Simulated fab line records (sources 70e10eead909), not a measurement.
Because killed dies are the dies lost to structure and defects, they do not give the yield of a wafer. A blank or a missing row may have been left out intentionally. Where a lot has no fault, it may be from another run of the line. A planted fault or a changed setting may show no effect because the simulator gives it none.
fab line records ; flow nand-harc
record lots=10; wafers=30; last-day=33
route steps=1302 shown P_M1@297 END@1302
lots that met no fault: from a run of the same line without faults
start-h: the number of hours between the record's first day and the start of the first shown wafer of the lot ; wait-h: hours elapsed since this lot's preceding step ; " as in the row above ; L1.1+2: several wafers, shown together as one row ; - no value present, or no start provided ; * or withheld: withheld ; < > ~ a bound
route shown NAME@n: names a module that has steps shown in the file, with the first one's number in the route ; usual: the fault-free wafers' mean and standard deviation ; same: alike in all rows ; chamber/n: place in a boat ; sites: each site's reading ; _std_site: the values' standard deviation ; _edge_site: inner sites' mean taken away from outer sites' mean ; radius-mm: how far each site lies from the wafer's centre ; mask NAME#n: copy n ; behind: tool/chamber where the wafer was last shaped ; hold: why the lot went on hold/how many hours it stayed there/how the hold came to an end ; device: whichever transistor did not switch (one of n, p or np) ; end of line: at the end of the route, the tests of the same wafers ; a step with no rows: only its recipe ; killed: count of dies lost to structure and defects at first sort (not the wafer's yield) ; map: a wafer's dies, marking killed ones x, the rest . and places with no die _
set.NAME: setting as actually run; set.NAME@STEP: the setting as run at that earlier step ; model.NAME: the simulator's own value behind a step, which no gauge read
one table for each step of the route and one row for each wafer, over a sample of lots
services: the hour from which a tool's chamber was out of use, counted from the record's first day as start-h (under 0 if before that day), plus the number of hours and why
## steps
# step NHARC_P_M1_INSPECT_11
# usual raw-defect-count=4.3/2.6
lot.wafer;tool;chamber;start-h;wait-h;raw-defect-count
L267.2;defect-inspect-02;-;131.35;0.0;3
L267.4;defect-inspect-02;-;131.35;0.0;1
L267.6;defect-inspect-02;-;131.35;0.0;3
L269.1;defect-inspect-01;-;143.75;0.0;6
L269.2;defect-inspect-01;-;143.75;0.0;5
L269.3;defect-inspect-01;-;143.75;0.0;4
L271.1;defect-inspect-02;-;168.09;0.0;2
L271.2;defect-inspect-02;-;168.09;0.0;2
L271.6;defect-inspect-02;-;168.09;0.0;3
L275.1;defect-inspect-01;-;208.50;0.0;5
L275.4;defect-inspect-01;-;208.50;0.0;10
L275.5;defect-inspect-01;-;208.50;0.0;6
L281.4;defect-inspect-02;-;270.90;0.0;5
L281.5;defect-inspect-02;-;270.90;0.0;5
L281.6;defect-inspect-02;-;270.90;0.0;5
L282.3;defect-inspect-01;-;271.60;0.0;5
L282.4;defect-inspect-01;-;271.60;0.0;5
L282.6;defect-inspect-01;-;271.60;0.0;1
L283.2;defect-inspect-02;-;285.87;0.0;3
L283.3;defect-inspect-02;-;285.87;0.0;4
L283.6;defect-inspect-02;-;285.87;0.0;3
L286.2;defect-inspect-02;-;314.31;0.0;5
L286.4;defect-inspect-02;-;314.31;0.0;5
L286.6;defect-inspect-02;-;314.31;0.0;2
L287.1;defect-inspect-02;-;328.43;0.0;1
L287.5;defect-inspect-02;-;328.43;0.0;3
L287.6;defect-inspect-02;-;328.43;0.0;2
L290.2;defect-inspect-02;-;359.20;0.0;4
L290.4;defect-inspect-02;-;359.20;0.0;8
L290.6;defect-inspect-02;-;359.20;0.0;10
# step NHARC_P_M1_DESCUM_14
# recipe time-s=3; o2-flow-sccm=200; ar-flow-sccm=0; bias-power-w=0; chemistry=O2
# usual chamber-pressure-mTorr=60.00/0.05; drypump-motor-current-A=5.8/0.51; o2-flow-sccm=200.0/0.63; oes-product-au=1.000/0.011; rf-vpp-V=57.7/0.9; showerhead-plenum-p-Torr=1.89/0.099; throttle-valve-pct=11.311/0.0095
# same bias-power-w=0
lot.wafer;tool;chamber;start-h;wait-h;chamber-pressure-mTorr;drypump-motor-current-A;o2-flow-sccm;oes-product-au;rf-hours-counter-h;rf-vpp-V;showerhead-plenum-p-Torr;throttle-valve-pct
L267.2;rie-diel-10;1;131.42;0.1;59.94;6.1;200.6;1.010;3.9;57.4;1.82;11.306
L267.4;rie-diel-10;3;131.42;0.1;59.95;6.4;200.1;0.984;3.0;57.5;1.97;11.305
L267.6;rie-diel-10;1;131.42;0.1;59.97;6.1;201.6;1.003;-;57.5;1.82;11.290
L269.2;rie-diel-10;1;143.81;0.1;59.99;6.1;199.9;0.998;4.5;56.8;1.82;11.300
L269.1;rie-diel-10;3;143.81;0.1;59.98;6.3;200.8;0.978;3.5;58.3;1.97;11.316
L269.3;rie-diel-10;0;143.81;0.1;59.94;5.6;199.4;0.984;4.3;56.0;2.06;11.309
L271.2;rie-diel-10;0;168.15;0.1;59.99;5.6;200.1;0.991;5.2;58.0;2.06;11.322
L271.1;rie-diel-10;2;168.15;0.1;60.03;6.1;200.2;0.985;5.1;56.6;1.87;11.301
L271.6;rie-diel-10;1;168.15;0.1;60.00;6.1;199.8;1.003;-;57.8;1.82;11.314
L275.1;rie-diel-11;3;208.57;0.1;59.99;5.3;198.3;0.998;9.3;56.9;1.79;11.328
L275.4;rie-diel-11;2;208.57;0.1;59.95;6.6;199.3;0.997;10.0;59.9;2.03;11.307
L275.5;rie-diel-11;3;208.57;0.1;60.04;5.3;199.7;1.008;-;57.8;1.79;11.297
L281.4;rie-diel-10;2;270.97;0.1;59.96;6.1;199.3;0.980;1.6;58.0;1.87;11.312
L281.5;rie-diel-10;1;270.97;0.1;59.98;6.2;200.6;1.002;-;56.1;1.82;11.298
L281.6;rie-diel-10;2;270.97;0.1;60.04;6.1;200.1;0.984;-;57.4;1.87;11.299
L282.4;rie-diel-10;1;271.66;0.1;59.90;6.2;200.2;1.008;1.6;58.8;1.82;11.299
L282.3;rie-diel-10;0;271.66;0.1;60.03;5.5;199.5;1.002;1.1;57.7;2.06;11.314
L282.6;rie-diel-10;1;271.66;0.1;59.91;6.1;199.7;1.016;-;57.7;1.82;11.315
L283.2;rie-diel-10;1;285.93;0.1;59.98;6.1;199.5;0.999;2.9;58.2;1.82;11.307
L283.3;rie-diel-10;3;285.93;0.1;60.01;6.3;200.1;0.999;2.6;57.4;1.97;11.313
L283.6;rie-diel-10;1;285.93;0.1;60.11;6.1;199.8;0.994;-;58.3;1.82;11.304
L286.2;rie-diel-11;1;314.37;0.1;60.05;5.6;199.6;0.995;3.7;57.3;1.79;11.315
L286.4;rie-diel-11;2;314.37;0.1;59.96;6.6;201.0;0.997;4.5;56.7;2.02;11.326
L286.6;rie-diel-11;2;314.37;0.1;60.02;6.6;200.3;1.006;-;58.9;2.02;11.317
L287.1;rie-diel-11;2;328.52;0.1;60.07;6.6;199.4;0.999;5.4;58.8;2.02;11.325
L287.6;rie-diel-11;3;328.52;0.1;60.04;5.3;200.4;1.004;-;57.6;1.79;11.316
L287.5;rie-diel-11;0;328.52;0.1;60.04;4.9;199.8;0.997;-;57.8;1.85;11.318
L290.4;rie-diel-11;3;359.26;0.1;60.06;5.3;201.1;1.009;7.4;56.6;1.79;11.323
L290.2;rie-diel-11;0;359.26;0.1;59.99;4.9;199.6;1.009;6.7;57.4;1.85;11.324
L290.6;rie-diel-11;3;359.26;0.1;59.93;5.3;200.7;1.012;-;57.7;1.79;11.315
# step NHARC_P_M1_ETCH_35
# recipe target-depth-a=400; overetch-a=120; time-s=43.94; ion-energy-ev=200; n2-flow-sccm=150; h2-flow-sccm=150; ar-flow-sccm=0; rf-w=400; bias-w=150; chemistry=N2/H2
# usual bias-w=150.0/0.43; chamber-pressure-mTorr=29.999/0.027; drypump-motor-current-A=5.9/0.51; oes-product-au=1.000/0.0093; rf-vpp-V=430/3.2; showerhead-plenum-p-Torr=2.03/0.11; throttle-valve-pct=14.171/0.0093
lot.wafer;tool;chamber;start-h;wait-h;bias-w;chamber-pressure-mTorr;drypump-motor-current-A;oes-product-au;rf-hours-counter-h;rf-vpp-V;showerhead-plenum-p-Torr;throttle-valve-pct
L267.4;rie-diel-10;0;131.50;0.1;149.8;29.991;5.6;0.993;3.6;433;2.20;14.166
L267.2;rie-diel-10;1;131.50;0.1;149.9;30.023;6.1;1.000;3.9;426;1.94;14.187
L267.6;rie-diel-10;1;131.50;0.1;150.4;29.974;6.1;1.001;-;429;1.94;14.178
L269.1;rie-diel-10;3;143.90;0.1;149.8;30.031;6.3;0.992;3.5;433;2.10;14.176
L269.2;rie-diel-10;0;143.90;0.1;149.2;29.961;5.6;0.994;4.3;436;2.20;14.179
L269.3;rie-diel-10;1;143.90;0.1;149.9;30.020;6.2;0.999;4.5;428;1.94;14.172
L271.2;rie-diel-10;2;168.24;0.1;150.2;30.020;6.1;0.979;5.1;429;1.99;14.172
L271.1;rie-diel-10;1;168.24;0.1;149.5;30.001;6.1;0.997;5.5;427;1.94;14.172
L271.6;rie-diel-10;3;168.24;0.1;150.0;30.001;6.3;0.980;-;432;2.10;14.159
L275.1;rie-diel-11;2;208.65;0.1;149.8;29.981;6.6;1.010;10.0;433;2.16;14.175
L275.4;rie-diel-11;3;208.65;0.1;149.8;29.994;5.4;1.004;9.3;428;1.91;14.164
L275.5;rie-diel-11;3;208.65;0.1;150.0;30.001;5.3;1.004;-;426;1.91;14.167
L281.4;rie-diel-10;3;271.05;0.1;150.5;30.049;6.4;0.838;1.1;433;2.10;14.164
L281.5;rie-diel-10;2;271.05;0.1;149.9;30.036;6.1;0.837;-;431;1.99;14.183
L281.6;rie-diel-10;3;271.05;0.1;150.6;29.955;6.3;1.000;-;433;2.10;14.182
L282.3;rie-diel-10;0;271.75;0.1;149.5;30.015;5.5;0.998;1.1;434;2.20;14.185
L282.4;rie-diel-10;1;271.75;0.1;149.3;30.052;6.1;0.842;1.6;428;1.93;14.171
L282.6;rie-diel-10;3;271.75;0.1;150.2;29.979;6.3;1.008;-;432;2.10;14.176
L283.2;rie-diel-10;3;286.01;0.1;149.7;29.985;6.3;0.848;2.6;433;2.10;14.178
L283.3;rie-diel-10;1;286.01;0.1;150.5;29.963;6.1;0.993;2.9;428;1.93;14.171
L283.6;rie-diel-10;3;286.01;0.1;149.5;30.005;6.4;1.001;-;433;2.10;14.179
L286.4;rie-diel-11;0;314.46;0.1;150.4;30.010;4.9;1.002;4.1;429;1.98;14.167
L286.2;rie-diel-11;1;314.46;0.1;150.3;30.044;5.6;0.987;3.7;426;1.90;14.161
L286.6;rie-diel-11;1;314.46;0.1;149.6;30.024;5.6;0.987;-;428;1.90;14.157
L287.1;rie-diel-11;3;328.59;0.1;150.2;30.031;5.4;1.005;5.6;426;1.90;14.164
L287.6;rie-diel-11;1;328.59;0.1;149.7;30.025;5.6;0.998;-;427;1.90;14.162
L287.5;rie-diel-11;2;328.59;0.1;149.6;29.997;6.6;0.999;-;434;2.16;14.170
L290.4;rie-diel-11;1;359.35;0.1;150.0;29.969;5.6;1.001;6.6;424;1.90;14.171
L290.2;rie-diel-11;0;359.35;0.1;150.2;30.018;4.9;1.012;6.7;429;1.98;14.171
L290.6;rie-diel-11;2;359.35;0.1;150.6;30.007;6.6;1.002;-;434;2.16;14.173
# step NHARC_P_M1_ETCH_28
# recipe target-depth-a=300; over-etch-frac=0.3; time-s=72.99; ion-energy-ev=150; cf4-flow-sccm=50; n2-flow-sccm=100; ar-flow-sccm=150; rf-w=300; bias-w=100; chemistry=CF4/N2
# usual bias-w=99.99/0.28; cf4-flow-sccm=50.00/0.14; chamber-pressure-mTorr=30.000/0.027; drypump-motor-current-A=5.8/0.56; oes-product-au=1.001/0.0083; rf-vpp-V=313.8/2.4; showerhead-plenum-p-Torr=2.61/0.13; throttle-valve-pct=19.794/0.0093
lot.wafer;tool;chamber;start-h;wait-h;bias-w;cf4-flow-sccm;chamber-pressure-mTorr;drypump-motor-current-A;oes-product-au;rf-hours-counter-h;rf-vpp-V;showerhead-plenum-p-Torr;throttle-valve-pct
L267.2;rie-diel-11;0;-;-;99.66;49.85;30.010;4.9;1.001;4;314.6;2.56;19.802
L267.4;rie-diel-11;3;-;-;100.28;50.03;29.960;5.3;1.009;4;311.1;2.47;19.788
L267.6;rie-diel-11;0;-;-;99.75;49.79;29.971;4.9;1.004;-;313.6;2.56;19.809
L269.3;rie-diel-11;3;-;-;99.91;50.04;30.005;5.3;1.000;5;311.9;2.47;19.793
L269.2;rie-diel-11;0;-;-;100.35;50.11;29.980;4.9;0.999;5;312.3;2.56;19.788
L269.1;rie-diel-11;1;-;-;100.20;49.95;30.003;5.6;1.005;5;311.6;2.46;19.792
L271.1;rie-diel-11;3;-;-;100.23;49.97;30.024;5.3;1.005;7;310.4;2.47;19.801
L271.2;rie-diel-11;1;-;-;99.98;49.87;30.027;5.6;1.000;7;312.3;2.46;19.783
L271.6;rie-diel-11;0;-;-;100.09;50.02;29.940;4.9;0.998;-;312.6;2.55;19.792
L275.4;rie-diel-10;3;-;-;100.16;49.95;30.032;6.3;0.984;7;315.1;2.70;19.799
L275.1;rie-diel-10;1;-;-;99.96;49.86;30.024;6.2;1.007;8;311.6;2.50;19.796
L275.5;rie-diel-10;3;-;-;99.81;49.72;29.962;6.4;0.981;-;315.3;2.70;19.789
L281.4;rie-diel-11;2;-;-;99.97;49.81;30.004;6.6;1.002;0;316.3;2.77;19.790
L281.6;rie-diel-11;1;-;-;99.74;50.01;30.023;5.6;1.000;-;312.1;2.46;19.802
L281.5;rie-diel-11;2;-;-;100.42;50.07;29.994;6.6;1.003;-;316.3;2.77;19.784
L282.3;rie-diel-10;1;-;-;100.00;50.01;29.991;6.1;1.004;2;312.6;2.50;19.769
L282.4;rie-diel-10;2;-;-;99.61;50.03;30.007;6.1;0.988;2;312.0;2.57;19.798
L282.6;rie-diel-10;0;-;-;99.47;50.30;30.028;5.6;0.993;-;316.3;2.82;19.787
L283.2;rie-diel-10;2;-;-;99.72;49.86;30.040;6.1;0.983;3;312.8;2.57;19.799
L283.3;rie-diel-10;3;-;-;99.55;50.02;30.010;6.3;0.998;3;316.5;2.70;19.799
L283.6;rie-diel-10;1;-;-;100.03;50.44;29.957;6.1;0.998;-;311.7;2.50;19.798
L286.4;rie-diel-10;3;-;-;99.92;49.97;29.994;6.3;1.003;4;315.7;2.70;19.790
L286.2;rie-diel-10;2;-;-;100.28;50.09;29.992;6.1;0.982;4;312.7;2.57;19.795
L286.6;rie-diel-10;0;-;-;99.78;49.66;29.986;5.5;1.000;-;316.6;2.82;19.785
L287.1;rie-diel-10;2;-;-;100.12;49.87;29.991;6.1;0.997;5;313.0;2.57;19.799
L287.6;rie-diel-10;0;-;-;100.32;49.80;29.979;5.6;0.987;-;317.2;2.82;19.802
L287.5;rie-diel-10;1;-;-;100.28;50.30;30.033;6.1;1.008;-;310.9;2.50;19.798
L290.4;rie-diel-10;3;-;-;100.35;49.92;30.013;6.4;1.004;7;315.2;2.70;19.790
L290.2;rie-diel-10;0;-;-;99.69;49.92;29.993;5.6;0.999;6;316.7;2.82;19.791
L290.6;rie-diel-10;0;-;-;100.07;49.87;30.041;5.6;0.996;-;316.9;2.82;19.783
# step NHARC_END_SORT_01
# recipe temp-c=25
# usual defect-limited-yield=91.1/2.8; killed-at-array=56/19; killed-at-other=1.0/1.5; killed-at-periphery=3.4/2.4; killed-dies=60/19; killed-open=3.3/1.8; killed-short=2.4/1.7; sort_bin_2_pct=3.2/1.3; sort_bin_3_pct=0.7/0.39; sort_bin_4_pct=4.9/1.6; sort-n-pass=617/19; sort-rim-yield-pct=89/4.2; sort-yield-pct=91.1/2.8
# same gross-dies=677; sort_bin_5_pct[%]=0; sort_bin_6_pct[%]=0; sort_bin_7_pct[%]=0; sort_bin_8_pct[%]=0; sort-rim-n-gross=106.00
lot.wafer;tool;chamber;start-h;wait-h;defect-limited-yield[%];killed-at-array;killed-at-other;killed-at-periphery;killed-dies;killed-open;killed-short;sort_bin_2_pct[%];sort_bin_3_pct[%];sort_bin_4_pct[%];sort-n-pass;sort-rim-yield-pct[%];sort-yield-pct[%]
L271.1;prober-01;0;615.24;2.5;89.7;68;0;2;70;2;2;3.5;1.2;5.6;607;84;89.7
L271.2;prober-01;0;616.05;2.8;90.1;66;0;1;67;5;2;4.0;0.9;5.0;610;87;90.1
L271.6;prober-01;0;619.28;4.0;90.3;66;0;0;66;2;1;3.5;0.1;6.1;611;93;90.3
L282.3;prober-02;0;697.60;3.1;91.4;55;0;3;58;2;4;3.8;0.4;4.3;619;97;91.4
L282.4;prober-02;0;698.38;3.4;92.9;46;0;2;48;3;0;1.9;0.4;4.7;629;94;92.9
L282.6;prober-02;0;699.96;3.9;91.7;54;0;2;56;2;5;2.2;0.6;5.5;621;91;91.7
L283.2;prober-01;0;724.70;2.8;94.8;27;1;7;35;3;4;2.2;0.4;2.5;642;92;94.8
L283.3;prober-01;0;725.48;3.1;92.3;43;4;5;52;1;5;2.7;0.4;4.6;625;87;92.3
L283.6;prober-01;0;727.83;3.9;93.9;35;1;5;41;2;0;2.4;0.4;3.2;636;90;93.9
# killed by level:class
L271.1 A_SLIT:chamber-film-flake=29 A_CHANNEL_HOLE_D2:chamber-film-flake=27 A_STAIRCASE:chamber-film-flake=3 P_GATE:chamber-film-flake=2 A_CONTACT:chamber-film-flake=2 A_SOURCE_PLATE:geometric-particle:open=1 A_ONON_D2:geometric-particle:short=1 A_WL_FILL:geometric-particle:short=1
L271.2 A_CHANNEL_HOLE_D2:chamber-film-flake=30 A_SLIT:chamber-film-flake=22 A_CHANNEL_HOLE_D1:chamber-film-flake=4 A_ONON_D2:geometric-particle:open=2 A_CONTACT:chamber-film-flake=2 A_ONON_D1:geometric-particle:open=1 A_CHANNEL_FILL_D2:geometric-particle:short=1 A_CONTACT:geometric-particle:open=1
L271.6 A_CHANNEL_HOLE_D2:chamber-film-flake=33 A_SLIT:chamber-film-flake=23 A_STAIRCASE:chamber-film-flake=3 A_CONTACT:chamber-film-flake=3 A_CHANNEL_FILL_D1:geometric-particle:short=1 A_CHANNEL_FILL_D1:geometric-particle:open=1 A_DECK1_JOINT:geometric-particle:open=1 A_WL_FILL:chamber-film-flake=1
L282.3 A_CHANNEL_HOLE_D1:chamber-film-flake=36 A_WL_FILL:chamber-film-flake=4 A_SLIT:chamber-film-flake=3 A_CHANNEL_FILL_D2:chamber-film-flake=3 A_STAIRCASE:chamber-film-flake=2 A_CONTACT:chamber-film-flake=2 P_STI:geometric-particle:short=1 P_M0:geometric-particle:short=1
L282.4 A_CHANNEL_HOLE_D1:chamber-film-flake=26 A_WL_FILL:chamber-film-flake=6 A_CHANNEL_FILL_D2:chamber-film-flake=4 A_CONTACT:chamber-film-flake=4 P_ZERO_WELL:chamber-film-flake=2 A_DECK1_JOINT:chamber-film-flake=2 A_ONON_D1:geometric-particle:open=1 A_CHANNEL_FILL_D1:geometric-particle:open=1
L282.6 A_CHANNEL_HOLE_D1:chamber-film-flake=33 A_WL_FILL:chamber-film-flake=4 A_SLIT:chamber-film-flake=3 A_ONON_D1:geometric-particle:short=2 A_DECK1_JOINT:chamber-film-flake=2 A_CONTACT:chamber-film-flake=2 P_M2:geometric-particle:open=1 A_DECK1_JOINT:geometric-particle:short=1
L283.2 A_SLIT:chamber-film-flake=15 A_CHANNEL_HOLE_D1:chamber-film-flake=3 P_BONDPAD:chamber-film-flake=2 P_GATE:geometric-particle:open=1 P_M1:geometric-particle:open=1 A_SOURCE_PLATE:geometric-particle:short=1 A_ONON_D2:geometric-particle:short=1 A_CHANNEL_FILL_D2:geometric-particle:short=1
L283.3 A_SLIT:chamber-film-flake=22 A_CHANNEL_HOLE_D1:chamber-film-flake=6 THIN_TSV:chamber-film-flake=4 A_CONTACT:chamber-film-flake=4 P_BONDPAD:chamber-film-flake=3 A_ONON_D1:geometric-particle:short=2 A_DECK1_JOINT:chamber-film-flake=2 A_SOURCE_PLATE:geometric-particle:short=1
L283.6 A_SLIT:chamber-film-flake=18 A_CHANNEL_HOLE_D1:chamber-film-flake=9 P_BONDPAD:chamber-film-flake=5 A_CONTACT:chamber-film-flake=5 A_ONON_D2:geometric-particle:open=1 A_BLC:geometric-particle:open=1 A_ZERO_WELL:chamber-film-flake=1 THIN_TSV:chamber-film-flake=1
## services
tool;chamber;start-h;hours;kind
rie-diel-11;-;116.75;1.1;repair
rie-diel-10;0;123.50;-;clean
rie-diel-10;1;123.50;-;clean
rie-diel-10;2;123.50;-;clean
rie-diel-10;3;123.50;-;clean
rie-diel-10;0;148.00;-;clean
rie-diel-10;1;148.00;-;clean
rie-diel-10;2;148.00;-;clean
rie-diel-10;3;148.00;-;clean
rie-diel-10;0;172.50;-;clean
rie-diel-10;1;172.50;-;clean
rie-diel-10;2;172.50;-;clean
rie-diel-10;3;172.50;-;clean
rie-diel-10;-;189.75;0.5;repair
rie-diel-10;0;197.05;-;clean
rie-diel-10;1;197.05;-;clean
rie-diel-10;2;197.05;-;clean
rie-diel-10;3;197.05;-;clean
rie-diel-10;0;221.55;-;clean
rie-diel-10;-;242.50;9.0;pm
rie-diel-11;-;256.11;9.0;pm
rie-diel-10;0;293.94;6.4;repair
rie-diel-11;3;354.03;3.5;repair
rie-diel-10;-;358.68;0.3;repair
## key
first-sign step=NHARC_P_M1_ETCH_35; reading=oes-product-au; direction=down; sigmas=17; usual=1.000; struck=0.842
effect none on later readings
met-at NHARC_P_M1_ETCH_35
struck-lots L281,L282,L283
struck-wafers L281.4,L281.5,L282.4,L283.2
not-acting-at NHARC_P_M1_INSPECT_11,NHARC_P_M1_DESCUM_14,NHARC_P_M1_ETCH_28
onset-between 168.24 271.05
fault kind=process-parameter-drift; tool=rie-diel-10; chamber=-; onset-h=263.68; steps=NHARC_P_M1_ETCH_35; channel=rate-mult; offset=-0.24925; shape=step; end-h=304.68; scope=struck-wafers-only
